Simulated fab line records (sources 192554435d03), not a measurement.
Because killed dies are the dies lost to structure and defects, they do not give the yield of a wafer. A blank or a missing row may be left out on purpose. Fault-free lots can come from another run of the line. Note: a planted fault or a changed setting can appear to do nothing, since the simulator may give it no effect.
Split-lot experiment	flow n5 finfet	on a route of 1938 steps: 7 lots, 21 wafers read

== ABOUT THE SPLIT ==
At N5_BEOL_M13_ETCH_59 (etches BARC in N2/H2, target depth 89 nm, overetch 26.7 nm, time 67.9 s), the setting bias w was moved away from the recipe's 150 W on 4 of the 21 wafers read, by -5.3% to +6.9%. For the rest of the wafers, this setting stayed at what the recipe calls for.

The reading comes from the split's own step.

== THE READING ==
rf vpp V, in V, at N5_BEOL_M13_ETCH_59 (etches BARC in N2/H2, target depth 89 nm, overetch 26.7 nm, time 67.9 s). Typical for fault-free wafers on this fab line: 523.9 V, with standard deviation 1.8 V.

wafer	tool, chamber at the split	bias w as run, W	against the recipe	rf vpp V, V	against lot-mates on the recipe
L075.1	rie diel-03, 3	150	recipe	524.5	-
L075.3	rie diel-03, 0	150	recipe	521.2	-
L075.6	rie diel-03, 1	150	recipe	525.9	-
L081.2	rie diel-01, 0	142	-5.3%	506.1	-19.1
L081.5	rie diel-01, 1	150	recipe	525.2	-
L081.6	rie diel-01, 2	142	-5.3%	502.4	-22.8
L083.1	rie diel-01, 2	160.3	+6.9%	544.5	+18.5
L083.3	rie diel-01, 3	150	recipe	526.0	-
L083.4	rie diel-01, 0	160.3	+6.9%	547.4	+21.4
L086.2	rie diel-03, 2	150	recipe	523.8	-
L086.4	rie diel-03, 1	150	recipe	527.2	-
L086.6	rie diel-03, 3	150	recipe	525.6	-
L088.1	rie diel-03, 1	150	recipe	526.1	-
L088.3	rie diel-03, 2	150	recipe	523.1	-
L088.6	rie diel-03, 0	150	recipe	520.9	-
L095.2	rie diel-01, 1	150	recipe	524.1	-
L095.4	rie diel-01, 0	150	recipe	523.1	-
L095.6	rie diel-01, 0	150	recipe	522.6	-
L093.1	rie diel-01, 2	150	recipe	521.8	-
L093.2	rie diel-01, 1	150	recipe	523.4	-
L093.4	rie diel-01, 3	150	recipe	525.8	-

THE FIT
A straight line over all 21 wafers: rf vpp V changes by +3.39 V for each +1% of bias w; r = +0.98; the points scatter about the line by 2 V.
The same after taking each lot's own level away (the mean of its wafers on the recipe; 21 wafers): +3.3 V for each +1%; r = +0.98; scatter 2.1 V.
Per that fit: largest bias w move, reading shift of 23 V.
From 523.27 to 526.00 V: that is the span of the lots' own levels, equal to 1.5 times the standard deviation above.
The two slopes agree, so the slope changes little with the lot-to-lot level.
Check: with one of the wafers moved furthest among these (+6.9%) left out of the fit, the line predicts +24 V for it against its lot-mates. It came out at +18.5 V against them.
Tool readings at the split's step, against how far the setting was moved: rf vpp V r = +0.98.

== THE OTHER SPLITS THESE WAFERS WENT THROUGH ==
These wafers also went through other splits before the reading. Each is held against what the fit with the lots' levels taken away leaves over:
other split on the same wafers	wafers away from the commonest value	r with rf vpp V (lot level and that fit taken away)
N5_BEOL_M12_ILD_DEP_00 time s	7	-0.06

== FILE'S OWN FIT ==
rf vpp V changes by +3.28 V for each +1% of bias w, r = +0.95.
